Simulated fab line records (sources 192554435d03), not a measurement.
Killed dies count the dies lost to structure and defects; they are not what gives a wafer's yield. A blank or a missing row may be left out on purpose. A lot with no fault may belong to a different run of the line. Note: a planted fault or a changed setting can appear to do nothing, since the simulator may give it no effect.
fab line records + flow n5-finfet + part 2 of 2: steps 27 to 32 of 32
[record]
- lots = 5
- wafers = 15
- last-day = 16
route steps=1938 shown BEOL_M0@742 BEOL_M1@751
lots that met no fault: from a run of the same line without faults
start-h: the number of hours between the record's first day and the start of the first shown wafer of the lot + wait-h: hours since the lot's step before + " as in the row above + L1.1+2: a row that stands for several wafers + - no value, or no start was given + * or withheld: withheld + < > ~ a bound
route shown NAME@n: a module of which the file shows steps, and the number in the route of the first + usual: mean and standard deviation over wafers with no fault + same: alike in all rows + chamber/n: place in a boat + sites: the reading at each site + _std_site: standard deviation of those values + _edge_site: the outer-site mean with the inner-site mean subtracted + radius-mm: for every site, how far away it sits from the centre of the wafer + mask NAME#n: copy n + behind: the last tool/chamber to shape the wafer + hold: cause of the lot's hold/its duration in hours/its outcome + device: names the non-switching transistor (n, p or np) + end of line: at the end of the route, the tests of the same wafers + where a step has no rows: the recipe by itself + killed: count of dies lost to structure and defects at first sort (not the wafer's yield) + map: per-die view of a wafer (x killed, . not killed, _ where there is no die)
set.NAME: the setting as run; set.NAME@STEP: as run at that earlier step + model.NAME: the simulator's own value behind a step, which no gauge read
lots at selected steps of the route; one table per step, one row per wafer
services: a tool's chamber out of use, with start hour (start-h, from the record's first day; less than 0 if before it), hours out, and reason
[[steps]]
[step N5_BEOL_M1_ETCH_63]
[recipe]
- chemistry = CF4
- target = SiARC
- target-depth-a = 156
- mask-material = CAR-EUV
- time-s = 26
- ion-energy-ev = 80
- pressure-mtorr = 40
- source-w = 545
- bias-w = 36
- Ar_flow_sccm = 100
- cf4-flow-sccm = 100
- ends = cleared
[usual]
- drypump-motor-current-A = 5.6/0.43
- etch-rf-on-time-s = 26.0/0.5
- oes-product-au = 0.64/0.064
- rf-vpp-V = 184.0/1.1
- showerhead-plenum-p-Torr = 2.14/0.066
- throttle-valve-pct = 15.72/0.26
| lot.wafer | tool        | chamber | start-h | wait-h | drypump-motor-current-A | etch-rf-on-time-s | oes-product-au | rf-hours-counter-h | rf-vpp-V | showerhead-plenum-p-Torr | throttle-valve-pct |
|-----------|-------------|---------|---------|--------|-------------------------|-------------------|----------------|--------------------|----------|--------------------------|--------------------|
| L074.1    | rie-diel-01 | 3       | 122.89  | 0.0    | 5.8                     | 26.7              | 0.63           | 159                | 184.2    | 2.06                     | 15.60              |
| L074.2    | "           | 2       | "       | "      | 6.3                     | 25.9              | 0.64           | 149                | 183.1    | 2.14                     | 15.69              |
| L074.4    | "           | 0       | "       | "      | 5.3                     | 25.9              | 0.60           | 231                | 185.6    | 2.19                     | 16.03              |
| L077.1    | rie-diel-04 | 2       | 144.48  | 0.0    | 5.7                     | 26.3              | 0.62           | 168                | 185.3    | 2.21                     | 15.30              |
| L077.3    | "           | 1       | "       | "      | 6.1                     | 25.5              | 0.58           | 253                | 184.3    | 2.13                     | 15.90              |
| L077.4    | "           | 0       | "       | "      | 4.7                     | 25.8              | 0.60           | -                  | 183.7    | 2.04                     | 15.72              |
| L078.2    | rie-diel-04 | 0       | 153.69  | 0.0    | 4.7                     | 26.2              | 0.60           | 192                | 183.7    | 2.04                     | 15.73              |
| L078.4    | "           | 0       | "       | "      | 4.7                     | 25.9              | 0.60           | -                  | 181.8    | 2.04                     | 15.72              |
| L078.5    | "           | 1       | "       | "      | 6.1                     | 26.1              | 0.58           | -                  | 183.7    | 2.12                     | 15.93              |
| L079.2    | rie-diel-04 | 3       | 157.13  | 0.0    | 5.9                     | 26.0              | 0.61           | 210                | 184.2    | 2.13                     | 16.11              |
| L079.4    | "           | 2       | "       | "      | 5.7                     | 26.7              | 0.61           | -                  | 184.7    | 2.21                     | 15.30              |
| L079.6    | "           | 0       | "       | "      | 4.7                     | 26.1              | 0.60           | -                  | 183.4    | 2.04                     | 15.73              |
| L092.2    | rie-diel-03 | 2       | 233.64  | 0.0    | 5.5                     | 26.0              | 0.63           | 185                | 182.8    | 2.06                     | 15.96              |
| L092.5    | "           | 2       | "       | "      | 5.5                     | 26.1              | 0.62           | -                  | 183.0    | 2.06                     | 15.96              |
| L092.6    | "           | 3       | "       | "      | 5.3                     | 26.1              | 0.62           | -                  | 184.6    | 2.22                     | 15.94              |
[step N5_BEOL_M1_ETCH_64]
[recipe]
- chemistry = N2/H2
- target = SOC
- target-depth-a = 750
- overetch-a = 150
- mask-material = SiARC
- temp-c = 40
- time-s = 112.5
- ion-energy-ev = 200
- pressure-mtorr = 30
- source-w = 840
- bias-w = 150
- n2-flow-sccm = 200
- h2-flow-sccm = 200
[usual]
- drypump-motor-current-A = 5.6/0.42
- oes-product-au = 0.59/0.054
- rf-vpp-V = 523.8/2.5
- showerhead-plenum-p-Torr = 2.54/0.086
- throttle-valve-pct = 17.89/0.26
| lot.wafer | tool        | chamber | start-h | wait-h | drypump-motor-current-A | oes-product-au | rf-hours-counter-h | rf-vpp-V | showerhead-plenum-p-Torr | throttle-valve-pct |
|-----------|-------------|---------|---------|--------|-------------------------|----------------|--------------------|----------|--------------------------|--------------------|
| L074.1    | rie-diel-01 | 3       | 122.92  | 0.0    | 5.8                     | 0.59           | 159                | 521.1    | 2.44                     | 17.77              |
| L074.2    | "           | 2       | "       | "      | 6.3                     | 0.59           | 149                | 523.0    | 2.55                     | 17.99              |
| L074.4    | "           | 0       | "       | "      | 5.3                     | 0.56           | 231                | 524.8    | 2.60                     | 18.14              |
| L077.1    | rie-diel-04 | 2       | 144.50  | 0.0    | 5.7                     | 0.58           | 168                | 525.8    | 2.64                     | 17.46              |
| L077.3    | "           | 1       | "       | "      | 6.1                     | 0.54           | 253                | 522.6    | 2.50                     | 18.00              |
| L077.4    | "           | 0       | "       | "      | 4.7                     | 0.56           | -                  | 520.4    | 2.43                     | 18.15              |
| L078.2    | rie-diel-04 | 0       | 153.72  | 0.0    | 4.7                     | 0.56           | 192                | 520.7    | 2.42                     | 18.15              |
| L078.4    | "           | 0       | "       | "      | 4.7                     | 0.55           | -                  | 521.5    | 2.42                     | 18.13              |
| L078.5    | "           | 1       | "       | "      | 6.0                     | 0.54           | -                  | 523.1    | 2.50                     | 18.01              |
| L079.2    | rie-diel-04 | 3       | 157.15  | 0.0    | 5.9                     | 0.57           | 210                | 522.0    | 2.51                     | 18.17              |
| L079.4    | "           | 2       | "       | "      | 5.7                     | 0.58           | -                  | 526.8    | 2.64                     | 17.48              |
| L079.6    | "           | 0       | "       | "      | 4.7                     | 0.55           | -                  | 519.4    | 2.42                     | 18.16              |
| L092.2    | rie-diel-03 | 2       | 233.67  | 0.0    | 5.5                     | 0.58           | 185                | 519.2    | 2.42                     | 18.09              |
| L092.5    | "           | 2       | "       | "      | 5.5                     | 0.58           | -                  | 520.4    | 2.42                     | 18.10              |
| L092.6    | "           | 3       | "       | "      | 5.3                     | 0.58           | -                  | 527.2    | 2.62                     | 17.87              |
[step N5_BEOL_M1_STRIP_65]
[recipe]
- chemistry = N2/H2
- temp-c = 40
- n2-flow-sccm = 200
- h2-flow-sccm = 200
- rf-frequency-hz = 6e+07
| lot.wafer  | tool        | chamber | start-h | wait-h |
|------------|-------------|---------|---------|--------|
| L074.1+2+4 | rie-diel-01 | 3,2,0   | 123.03  | 0.1    |
| L077.1+3+4 | rie-diel-04 | 2,1,0   | 144.61  | 0.1    |
| L078.2+4+5 | rie-diel-04 | 0,0,1   | 153.82  | 0.1    |
| L079.2+4+6 | rie-diel-04 | 3,2,0   | 157.26  | 0.1    |
| L092.2+5+6 | rie-diel-03 | 2,2,3   | 233.77  | 0.1    |
[step N5_BEOL_M1_STRIP_75]
[recipe]
- chemistry = N2/H2
- temp-c = 40
- n2-flow-sccm = 200
- h2-flow-sccm = 200
- rf-frequency-hz = 6e+07
| lot.wafer  | tool        | chamber | start-h | wait-h |
|------------|-------------|---------|---------|--------|
| L074.1+2+4 | rie-diel-01 | 3,2,0   | 123.04  | 0.0    |
| L077.1+3+4 | rie-diel-04 | 2,1,0   | 144.62  | 0.0    |
| L078.2+4+5 | rie-diel-04 | 0,0,1   | 153.83  | 0.0    |
| L079.2+4+6 | rie-diel-04 | 3,2,0   | 157.27  | 0.0    |
| L092.2+5+6 | rie-diel-03 | 2,2,3   | 233.78  | 0.0    |
[step N5_BEOL_M1_STRIP_66]
[recipe]
- chemistry = CF4
- resist = SiARC
- power-w = 300
- bias-power-w = 75
- pressure-mtorr = 50
- cf4-flow-sccm = 150
- rf-frequency-hz = 6e+07
[usual]
- drypump-motor-current-A = 5.6/0.42
- oes-product-au = 0.74/0.067
- rf-vpp-V = 271.1/1.4
- showerhead-plenum-p-Torr = 1.79/0.056
- throttle-valve-pct = 13.69/0.25
| lot.wafer | tool        | chamber | start-h | wait-h | drypump-motor-current-A | oes-product-au | rf-hours-counter-h | rf-vpp-V | showerhead-plenum-p-Torr | throttle-valve-pct |
|-----------|-------------|---------|---------|--------|-------------------------|----------------|--------------------|----------|--------------------------|--------------------|
| L074.1    | rie-diel-01 | 3       | 123.05  | 0.0    | 5.8                     | 0.74           | 159                | 268.7    | 1.73                     | 13.59              |
| L074.2    | "           | 2       | "       | "      | 6.2                     | 0.74           | 149                | 270.7    | 1.79                     | 13.68              |
| L074.4    | "           | 0       | "       | "      | 5.3                     | 0.70           | 231                | 272.9    | 1.85                     | 14.07              |
| L077.1    | rie-diel-04 | 2       | 144.63  | 0.0    | 5.7                     | 0.72           | 168                | 272.3    | 1.85                     | 13.30              |
| L077.3    | "           | 1       | "       | "      | 6.1                     | 0.68           | 253                | 270.0    | 1.78                     | 13.91              |
| L077.4    | "           | 0       | "       | "      | 4.7                     | 0.69           | -                  | 270.8    | 1.70                     | 13.67              |
| L078.2    | rie-diel-04 | 0       | 153.84  | 0.0    | 4.7                     | 0.69           | 192                | 269.4    | 1.70                     | 13.67              |
| L078.4    | "           | 0       | "       | "      | 4.7                     | 0.70           | -                  | 268.7    | 1.70                     | 13.66              |
| L078.5    | "           | 1       | "       | "      | 6.1                     | 0.68           | -                  | 270.4    | 1.78                     | 13.90              |
| L079.2    | rie-diel-04 | 3       | 157.28  | 0.0    | 5.9                     | 0.71           | 210                | 271.5    | 1.79                     | 14.08              |
| L079.4    | "           | 2       | "       | "      | 5.7                     | 0.72           | -                  | 272.3    | 1.85                     | 13.31              |
| L079.6    | "           | 0       | "       | "      | 4.7                     | 0.69           | -                  | 268.3    | 1.69                     | 13.68              |
| L092.2    | rie-diel-03 | 2       | 233.79  | 0.0    | 5.5                     | 0.73           | 185                | 270.0    | 1.73                     | 13.93              |
| L092.5    | "           | 2       | "       | "      | 5.5                     | 0.73           | -                  | 268.5    | 1.73                     | 13.92              |
| L092.6    | "           | 3       | "       | "      | 5.3                     | 0.73           | -                  | 273.5    | 1.85                     | 13.90              |
[step N5_BEOL_M1_HM_OPEN_17]
[recipe]
- chemistry = Cl2/BCl3
- target-depth-a = 200
- overetch-a = 60
- target = TiN
- mask-material = SOC
- ion-energy-ev = 150
- pressure-mtorr = 10
- icp-w = 1000
- bias-w = 126
- Cl2_flow_sccm = 53.25
- bcl3-flow-sccm = 21.75
- Ar_flow_sccm = 25
[usual]
- drypump-motor-current-A = 5.9/0.38
- mfc-cl2-sccm = 53.25/0.15
- oes-product-au = 0.692/0.029
- throttle-valve-pct = 22.11/0.15
| lot.wafer | tool         | chamber | start-h | wait-h | drypump-motor-current-A | mfc-cl2-sccm | oes-product-au | rf-hours-counter-h | throttle-valve-pct |
|-----------|--------------|---------|---------|--------|-------------------------|--------------|----------------|--------------------|--------------------|
| L074.1    | rie-metal-02 | 1       | 123.09  | 0.0    | 5.2                     | 53.07        | 0.723          | 21                 | 22.11              |
| L074.2    | "            | 0       | "       | "      | 6.4                     | 53.29        | 0.665          | 37                 | 21.89              |
| L074.4    | "            | 0       | "       | "      | 6.4                     | 53.19        | 0.668          | -                  | 21.89              |
| L077.1    | rie-metal-01 | 0       | 144.67  | 0.0    | 5.8                     | 53.22        | 0.697          | 37                 | 22.05              |
| L077.3    | "            | 1       | "       | "      | 5.8                     | 53.09        | 0.677          | -                  | 22.13              |
| L077.4    | "            | 0       | "       | "      | 5.8                     | 53.32        | 0.691          | -                  | 22.06              |
| L078.2    | rie-metal-01 | 0       | 153.89  | 0.0    | 5.8                     | 53.04        | 0.685          | 38                 | 22.04              |
| L078.4    | "            | 0       | "       | "      | 5.8                     | 52.93        | 0.693          | -                  | 22.06              |
| L078.5    | "            | 0       | "       | "      | 5.8                     | 53.14        | 0.685          | -                  | 22.07              |
| L079.2    | rie-metal-01 | 0       | 157.32  | 0.0    | 5.8                     | 53.40        | 0.685          | 38                 | 22.07              |
| L079.4    | "            | 1       | "       | "      | 5.8                     | 52.98        | 0.682          | -                  | 22.12              |
| L079.6    | "            | 0       | "       | "      | 5.8                     | 53.44        | 0.691          | -                  | 22.04              |
| L092.2    | rie-metal-02 | 0       | 233.83  | 0.0    | 6.4                     | 53.28        | 0.652          | 46                 | 21.90              |
| L092.5    | "            | 1       | "       | "      | 5.2                     | 53.21        | 0.708          | -                  | 22.13              |
| L092.6    | "            | 0       | "       | "      | 6.4                     | 53.15        | 0.650          | -                  | 21.91              |
[[services]]
| tool           | chamber | start-h | hours | kind   |
|----------------|---------|---------|-------|--------|
| pecvd-03       | 1       | 99.02   | 4.0   | repair |
| rie-diel-04    | 1       | 100.49  | 1.5   | repair |
| rie-diel-01    | -       | 103.88  | 18.9  | repair |
| cvd-co-02      | -       | 107.91  | 2.2   | repair |
| rie-diel-04    | 3       | 109.90  | 12.2  | repair |
| cvd-co-02      | -       | 123.56  | 6.9   | pm     |
| rie-diel-04    | 3       | 126.58  | 27.6  | repair |
| rie-diel-01    | -       | 126.93  | 0.3   | repair |
| pecvd-04       | -       | 129.76  | 2.1   | repair |
| cvd-co-02      | -       | 130.46  | 2.8   | pm     |
| cvd-co-01      | -       | 134.02  | 1.2   | repair |
| pecvd-04       | -       | 134.06  | 2.2   | repair |
| pecvd-01       | 0       | 135.19  | 14.8  | repair |
| rie-diel-04    | -       | 138.91  | 0.5   | repair |
| euv-scanner-02 | -       | 150.55  | 1.0   | pm     |
| pecvd-01       | -       | 178.46  | 0.7   | repair |
| cvd-co-02      | 1       | 187.00  | 10.4  | repair |
| euv-scanner-02 | -       | 194.49  | 4.6   | pm     |
| pecvd-01       | -       | 195.58  | 6.0   | pm     |
| rie-diel-01    | 1       | 203.57  | 15.6  | repair |
| euv-scanner-02 | -       | 206.70  | 1.0   | pm     |
| cvd-co-01      | 0       | 211.71  | 6.2   | repair |
| euv-scanner-02 | -       | 214.39  | 1.1   | repair |
| pecvd-04       | -       | 218.53  | 6.0   | pm     |
